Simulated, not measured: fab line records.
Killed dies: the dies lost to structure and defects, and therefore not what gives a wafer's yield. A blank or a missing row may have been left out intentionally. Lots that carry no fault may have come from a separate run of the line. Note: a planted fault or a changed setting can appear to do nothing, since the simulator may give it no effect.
The tool behind it: which one? -- flow n5Finfet -- 24 lots with 72 wafers sampled at 6 steps, on a route of 1938 steps

## WHAT THE GAUGES SHOWED, per wafer
No reading from a measuring or inspecting step in the record can be judged against a usual standard deviation.

## WHICH TOOL RAN EACH LOT (tool, then ch and the chambers of the sampled wafers, then the start)
lot,N5_BEOL_M1_DESCUM_33,N5_BEOL_M1_ETCHBACK_99,N5_BEOL_M1_ANNEAL_87,N5_BEOL_M1_SPUTTER_92,N5_BEOL_M1_CMP_52,N5_BEOL_M1_PRE_CLEAN_60
L074,"rieDiel-02 ch 0,1,3, day 6 06:07","rieDiel-06 ch 0,1,2, day 6 12:01","pvdSputter-03, day 7 05:33","pvdSputter-03, day 7 06:08","cmp-03 ch 1,2,3, day 7 07:11","cvdCo-02 ch 0,1,2, day 7 07:23"
L075,"rieDiel-04 ch 0,1, day 6 09:14","rieDiel-02 ch 0,2, day 7 02:41","pvdSputter-01, day 7 04:51","pvdSputter-01, day 7 05:26","cmp-01 ch 1,2, day 7 06:22","cvdCo-01 ch 0,1, day 7 06:41"
L076,"rieDiel-06 ch 0,2,3, day 6 19:11","rieDiel-02 ch 0,3, day 7 05:19","pvdSputter-01, day 7 07:37","pvdSputter-01, day 7 08:11","cmp-02 ch 1,2,3, day 7 09:12","cvdCo-02 ch 0,2, day 7 09:28"
L077,"rieDiel-02 ch 0,1,3, day 6 19:48","rieDiel-06 ch 1,2, day 7 08:28","pvdSputter-03, day 7 10:35","pvdSputter-03, day 7 11:10","cmp-01 ch 1,2,3, day 7 12:08","cvdCo-02 ch 0,1,2, day 7 12:25"
L078,"rieDiel-04 ch 0,1,3, day 7 07:48","rieDiel-06 ch 0,1,3, day 7 08:50","pvdSputter-02, day 7 11:16","pvdSputter-02, day 7 11:49","cmp-03 ch 0,1,2, day 7 12:49","cvdCo-02 ch 0,1,2, day 7 13:05"
L079,"rieDiel-04 ch 0,3, day 7 13:46","rieDiel-04 ch 0,2,3, day 7 14:17","pvdSputter-01, day 7 16:29","pvdSputter-01, day 7 17:04","cmp-02 ch 2,3, day 7 18:02","cvdCo-02 ch 0,1, day 7 18:22"
L080,"rieDiel-06 ch 1,2,3, day 7 23:20","rieDiel-06 ch 1,2,3, day 8 02:43","pvdSputter-02, day 8 05:07","pvdSputter-02, day 8 05:42","cmp-03 ch 1,2, day 8 06:46","cvdCo-01 ch 0,1,2, day 8 07:05"
L081,"rieDiel-04 ch 0,2,3, day 8 04:30","rieDiel-06 ch 1,3, day 8 06:05","pvdSputter-03, day 8 08:25","pvdSputter-03, day 8 11:06","cmp-01 ch 0,2,3, day 8 12:18","cvdCo-02 ch 0,1,2, day 8 12:38"
L082,"rieDiel-04 ch 2,3, day 8 12:32","rieDiel-04 ch 2,3, day 8 14:30","pvdSputter-03, day 8 16:45","pvdSputter-03, day 8 17:20","cmp-02 ch 1,2, day 8 18:19","cvdCo-02 ch 1,2, day 8 18:36"
L083,"rieDiel-02 ch 0,1,2, day 8 19:25","rieDiel-06 ch 0,1,2, day 8 20:08","pvdSputter-03, day 8 23:13","pvdSputter-03, day 8 23:48","cmp-03 ch 0,1,2, day 9 00:46","cvdCo-02 ch 0,2, day 9 01:04"
L084,"rieDiel-02 ch 0,1,2, day 8 21:03","rieDiel-06 ch 2,3, day 9 04:25","pvdSputter-01, day 9 06:39","pvdSputter-01, day 9 07:14","cmp-02 ch 0,3, day 9 08:13","cvdCo-02 ch 0,1,2, day 9 08:30"
L085,"rieDiel-06 ch 0,1,3, day 9 11:35","rieDiel-04 ch 0,2, day 9 13:43","pvdSputter-03, day 9 16:16","pvdSputter-03, day 9 16:51","cmp-03 ch 0,2,3, day 9 17:52","cvdCo-01 ch 0,1, day 9 18:09"
L086,"rieDiel-04 ch 0,1,3, day 9 15:10","rieDiel-04 ch 0,1,2, day 9 16:45","pvdSputter-03, day 9 19:28","pvdSputter-03, day 9 20:02","cmp-03 ch 0,2,3, day 9 21:03","cvdCo-02 ch 0,1,2, day 9 21:18"
L087,"rieDiel-04 ch 1,3, day 9 16:00","rieDiel-02 ch 0,3, day 9 16:43","pvdSputter-01, day 9 18:50","pvdSputter-01, day 9 19:25","cmp-01 ch 0,3, day 9 20:21","cvdCo-02 ch 0,2, day 9 20:41"
L088,"rieDiel-06 ch 0,1,2, day 9 19:28","rieDiel-04 ch 0,3, day 9 20:13","pvdSputter-03, day 9 22:30","pvdSputter-03, day 9 23:05","cmp-01 ch 1,2,3, day 10 00:05","cvdCo-02 ch 0,1,2, day 10 00:22"
L089,"rieDiel-06 ch 0,1,2, day 9 21:57","rieDiel-06 ch 0,1,3, day 9 23:15","pvdSputter-01, day 10 02:50","pvdSputter-01, day 10 03:25","cmp-02 ch 0,2,3, day 10 04:22","cvdCo-02 ch 0,1,2, day 10 04:41"
L090,"rieDiel-06 ch 2,3, day 10 01:42","rieDiel-04 ch 2,3, day 10 06:38","pvdSputter-01, day 10 08:58","pvdSputter-01, day 10 09:32","cmp-02 ch 1,3, day 10 10:32","cvdCo-02 ch 0,1, day 10 10:52"
L092,"rieDiel-04 ch 0,1,2, day 10 11:47","rieDiel-04 ch 0,1,3, day 10 14:20","pvdSputter-03, day 10 16:41","pvdSputter-03, day 10 17:16","cmp-02 ch 0,1,2, day 10 18:11","cvdCo-01 ch 0,1,2, day 10 18:31"
L091,"rieDiel-06 ch 0,2,3, day 10 16:53","rieDiel-04 ch 0,1,2, day 10 17:35","pvdSputter-02, day 10 20:07","pvdSputter-02, day 10 20:41","cmp-03 ch 1,2,3, day 10 21:46","cvdCo-02 ch 0,1,2, day 10 22:05"
L093,"rieDiel-04 ch 0,1,2, day 10 19:30","rieDiel-04 ch 2,3, day 10 22:01","pvdSputter-01, day 11 02:10","pvdSputter-01, day 11 02:45","cmp-02 ch 0,1, day 11 03:41","cvdCo-01 ch 1,2, day 11 04:01"
L094,"rieDiel-04 ch 1,2,3, day 11 03:42","rieDiel-04 ch 0,2,3, day 11 06:32","pvdSputter-01, day 11 08:58","pvdSputter-01, day 11 09:32","cmp-03 ch 0,3, day 11 10:28","cvdCo-01 ch 0,1, day 11 10:48"
L095,"rieDiel-06 ch 2,3, day 11 08:35","rieDiel-04 ch 1,3, day 11 11:26","pvdSputter-01, day 11 13:54","pvdSputter-01, day 11 14:29","cmp-01 ch 0,2, day 11 15:25","cvdCo-02 ch 1,2, day 11 15:45"
L096,"rieDiel-02 ch 0,1, day 11 19:33","rieDiel-02 ch 1,2, day 11 21:50","pvdSputter-03, day 12 03:17","pvdSputter-03, day 12 03:52","cmp-03 ch 1,2,3, day 12 04:54","cvdCo-01 ch 0,1, day 12 05:07"
L097,"rieDiel-02 ch 1,2, day 11 23:31","rieDiel-06 ch 2,3, day 12 07:35","pvdSputter-03, day 12 09:41","pvdSputter-03, day 12 10:16","cmp-02 ch 0,1, day 12 11:14","cvdCo-02 ch 0,1,2, day 12 11:32"
- N5_BEOL_M1_DESCUM_33: chemistry O2, time 7 s.
- N5_BEOL_M1_ETCHBACK_99: etches SiO2 in CHF3, target depth 5 nm, time 10.4 s.
- N5_BEOL_M1_ANNEAL_87: time 240 s.
- N5_BEOL_M1_SPUTTER_92: material Cu, target thk 4.5 nm, time 8.29 s.
- N5_BEOL_M1_CMP_52: polishes, stops on SiOC, t overpolish 6.8 s, target thk 40 nm.
- N5_BEOL_M1_PRE_CLEAN_60: time 15 s.

## AS READ BY THE TOOLS THEMSELVES (means over the sampled wafers that have a number; for cases with no such wafer, the mark the record gives instead)
N5_BEOL_M1_DESCUM_33. Usual: drypumpMotorCurrentA 5.83 A, standard deviation 0.26; oesProductAu 0.78 a.u., standard deviation 0.09; rfVppV 243.5 V, standard deviation 1.4; showerheadPlenumPTorr 2.12 Torr, standard deviation 0.066; throttleValvePct 20.55 %, standard deviation 0.28.
lot,tool,drypumpMotorCurrentA (A),oesProductAu (a.u.),rfVppV (V),showerheadPlenumPTorr (Torr),throttleValvePct (%),flag
L074,rieDiel-02,5.85,0.73,243.5,2.11,20.65,
L075,rieDiel-04,5.99,0.85,245.4,2.20,20.68,
L076,rieDiel-06,5.93,0.75,243.7,2.12,20.62,
L077,rieDiel-02,5.86,0.72,243.9,2.11,20.67,
L078,rieDiel-04,5.85,0.83,244.3,2.17,20.66,
L079,rieDiel-04,5.72,0.76,244.5,2.15,20.74,
L080,rieDiel-06,5.96,0.75,243.7,2.12,20.53,
L081,rieDiel-04,5.71,0.80,243.5,2.10,20.41,
L082,rieDiel-04,5.57,0.79,243.7,2.07,20.38,
L083,rieDiel-02,5.77,0.75,242.4,2.06,20.59,
L084,rieDiel-02,5.75,0.75,242.6,2.06,20.59,
L085,rieDiel-06,5.98,0.72,243.1,2.11,20.65,
L086,rieDiel-04,5.84,0.80,245.0,2.16,20.68,
L087,rieDiel-04,5.73,0.79,243.5,2.12,20.65,
L088,rieDiel-06,5.87,0.70,243.4,2.16,20.64,
L089,rieDiel-06,5.85,0.70,244.8,2.16,20.64,
L090,rieDiel-06,6.02,0.76,242.7,2.07,20.57,
L092,rieDiel-04,5.97,0.85,243.9,2.15,20.39,
L091,rieDiel-06,5.92,0.72,243.3,2.11,20.66,
L093,rieDiel-04,5.97,0.85,243.3,2.15,20.39,
L094,rieDiel-04,5.83,0.83,243.7,2.11,20.38,
L095,rieDiel-06,6.02,0.76,242.0,2.07,20.58,
L096,rieDiel-02,6.01,0.72,242.4,2.07,20.74,
L097,rieDiel-02,5.70,0.71,242.5,2.04,20.64,

N5_BEOL_M1_ETCHBACK_99. Usual: drypumpMotorCurrentA 5.84 A, standard deviation 0.25; oesProductAu 0.78 a.u., standard deviation 0.084; rfVppV 241.9 V, standard deviation 2.1; showerheadPlenumPTorr 2.18 Torr, standard deviation 0.067; throttleValvePct 17.16 %, standard deviation 0.29.
lot,tool,drypumpMotorCurrentA (A),oesProductAu (a.u.),rfVppV (V),showerheadPlenumPTorr (Torr),throttleValvePct (%),flag
L074,rieDiel-06,5.86,0.72,244.6,2.22,17.25,
L075,rieDiel-02,5.81,0.77,241.5,2.13,17.15,
L076,rieDiel-02,5.76,0.71,239.7,2.19,17.27,
L077,rieDiel-06,5.82,0.72,245.0,2.23,17.19,
L078,rieDiel-06,5.98,0.75,243.7,2.17,17.25,
L079,rieDiel-04,5.69,0.81,240.3,2.16,17.02,
L080,rieDiel-06,5.97,0.75,244.0,2.18,17.17,
L081,rieDiel-06,6.08,0.77,243.7,2.13,17.16,
L082,rieDiel-04,5.68,0.85,241.5,2.11,16.72,
L083,rieDiel-06,5.85,0.70,244.1,2.22,17.29,
L084,rieDiel-06,6.02,0.79,243.3,2.14,17.18,
L085,rieDiel-04,5.83,0.80,242.1,2.19,17.06,
L086,rieDiel-04,5.95,0.86,241.7,2.21,16.97,
L087,rieDiel-02,5.76,0.70,240.6,2.18,17.32,
L088,rieDiel-04,5.72,0.75,240.4,2.20,17.36,
L089,rieDiel-06,5.98,0.72,244.0,2.16,17.27,
L090,rieDiel-04,5.68,0.83,241.4,2.11,16.74,
L092,rieDiel-04,5.86,0.78,240.0,2.21,17.29,
L091,rieDiel-04,5.97,0.85,241.7,2.20,17.00,
L093,rieDiel-04,5.70,0.83,241.1,2.11,16.74,
L094,rieDiel-04,5.69,0.79,240.6,2.15,17.07,
L095,rieDiel-04,5.99,0.84,240.5,2.23,17.20,
L096,rieDiel-02,5.49,0.73,239.9,2.08,17.12,
L097,rieDiel-06,6.04,0.76,243.3,2.13,17.23,

N5_BEOL_M1_ANNEAL_87. Usual: heaterPowerW 856 W, standard deviation 100; susceptor_temp_C_max 401.0, standard deviation 0.35.
lot,tool,heaterPowerW (W),susceptor_temp_C_max,flag
L074,pvdSputter-03,955,400.7,
L075,pvdSputter-01,774,400.8,
L076,pvdSputter-01,835,401.1,
L077,pvdSputter-03,916,400.8,
L078,pvdSputter-02,857,401.1,
L079,pvdSputter-01,792,401.1,
L080,pvdSputter-02,856,401.0,
L081,pvdSputter-03,954,400.9,
L082,pvdSputter-03,895,401.0,
L083,pvdSputter-03,956,400.8,
L084,pvdSputter-01,787,400.9,
L085,pvdSputter-03,803,400.9,
L086,pvdSputter-03,863,401.0,
L087,pvdSputter-01,741,401.1,
L088,pvdSputter-03,950,400.8,
L089,pvdSputter-01,785,401.0,
L090,pvdSputter-01,734,401.6,
L092,pvdSputter-03,918,400.8,
L091,pvdSputter-02,854,400.8,
L093,pvdSputter-01,784,401.0,
L094,pvdSputter-01,832,401.3,
L095,pvdSputter-01,776,401.1,
L096,pvdSputter-03,872,400.9,
L097,pvdSputter-03,847,400.9,

N5_BEOL_M1_SPUTTER_92. Usual: substrateTempC -20.00 C, standard deviation 0.11; throttleValvePct 30.6 %, standard deviation 0.74.
lot,tool,substrateTempC (C),throttleValvePct (%),flag
L074,pvdSputter-03,-20.02,31.4,
L075,pvdSputter-01,-19.93,29.7,
L076,pvdSputter-01,-19.87,30.7,
L077,pvdSputter-03,-20.00,31.1,
L078,pvdSputter-02,-19.94,30.5,
L079,pvdSputter-01,-19.96,30.7,
L080,pvdSputter-02,-19.94,30.3,
L081,pvdSputter-03,-20.07,31.4,
L082,pvdSputter-03,-19.96,30.8,
L083,pvdSputter-03,-20.09,31.4,
L084,pvdSputter-01,-20.05,29.7,
L085,pvdSputter-03,-20.02,30.7,
L086,pvdSputter-03,-20.13,31.1,
L087,pvdSputter-01,-19.92,30.3,
L088,pvdSputter-03,-19.96,31.4,
L089,pvdSputter-01,-20.02,30.3,
L090,pvdSputter-01,-19.92,29.9,
L092,pvdSputter-03,-19.99,31.0,
L091,pvdSputter-02,-20.02,29.8,
L093,pvdSputter-01,-20.07,30.6,
L094,pvdSputter-01,-19.97,30.4,
L095,pvdSputter-01,-20.04,29.7,
L096,pvdSputter-03,-20.02,31.3,
L097,pvdSputter-03,-19.89,31.1,

N5_BEOL_M1_CMP_52. Usual: barrierFieldEndpointS 24.5 s, standard deviation 0.57; motorCurrentA 6.0 A, standard deviation 0.59; overpolishRunS 6.800 s, standard deviation 0.0097; timeToEndpointS 62.0 s, standard deviation 2.6.
lot,tool,barrierFieldEndpointS (s),motorCurrentA (A),overpolishRunS (s),timeToEndpointS (s),flag
L074,cmp-03,24.6,6.0,6.800,63.8,
L075,cmp-01,24.7,6.3,6.802,65.8,
L076,cmp-02,24.6,6.1,6.803,65.6,
L077,cmp-01,24.6,6.1,6.801,61.9,
L078,cmp-03,25.0,6.3,6.806,64.0,
L079,cmp-02,24.8,5.7,6.801,62.2,
L080,cmp-03,24.3,6.3,6.797,62.2,
L081,cmp-01,23.5,5.8,6.793,59.3,
L082,cmp-02,24.4,6.4,6.795,61.1,
L083,cmp-03,24.5,6.2,6.794,65.7,
L084,cmp-02,24.4,6.0,6.802,63.2,
L085,cmp-03,24.7,6.0,6.795,61.5,
L086,cmp-03,25.0,6.1,6.802,64.2,
L087,cmp-01,24.2,5.2,6.799,58.3,
L088,cmp-01,23.8,6.0,6.808,60.5,
L089,cmp-02,25.1,5.8,6.801,63.4,
L090,cmp-02,25.2,6.3,6.806,61.8,
L092,cmp-02,25.0,5.9,6.811,61.6,
L091,cmp-03,24.6,6.0,6.803,60.6,
L093,cmp-02,24.4,6.3,6.796,61.0,
L094,cmp-03,24.5,6.0,6.800,60.0,
L095,cmp-01,23.7,6.3,6.805,56.3,
L096,cmp-03,25.0,6.2,6.789,62.8,
L097,cmp-02,24.4,6.7,6.799,61.4,

N5_BEOL_M1_PRE_CLEAN_60. Usual: 77 W for heaterPowerW, sd 9.2.
lot,tool,heaterPowerW (W),flag
L074,cvdCo-02,77,
L075,cvdCo-01,83,
L076,cvdCo-02,74,
L077,cvdCo-02,76,
L078,cvdCo-02,78,
L079,cvdCo-02,83,
L080,cvdCo-01,76,
L081,cvdCo-02,77,
L082,cvdCo-02,77,
L083,cvdCo-02,74,
L084,cvdCo-02,78,
L085,cvdCo-01,70,
L086,cvdCo-02,78,
L087,cvdCo-02,75,
L088,cvdCo-02,78,
L089,cvdCo-02,79,
L090,cvdCo-02,80,
L092,cvdCo-01,78,
L091,cvdCo-02,77,
L093,cvdCo-01,70,
L094,cvdCo-01,82,
L095,cvdCo-02,77,
L096,cvdCo-01,72,
L097,cvdCo-02,78,

## THE ANSWER, worked out from the rows above alone
Rule: a lot counts as off when the mean over its wafers that have a number is more than 3 standard deviations away from the usual mean. Also off: a lot with no number at a reading for which 4 or more lots have one. Where the step has rows for the other lots, those lots are counted as sound. After the gauges, taken in route order, come the tools' own readings; for these a lot's mean is taken, as printed above. The first step at which some lot is off is used, and at that step the reading that is off furthest; a lot without a number counts as furthest.
None of the lots is off at any reading shown; this tells nothing.

## WHAT THE SIMULATOR HAD PUT IN
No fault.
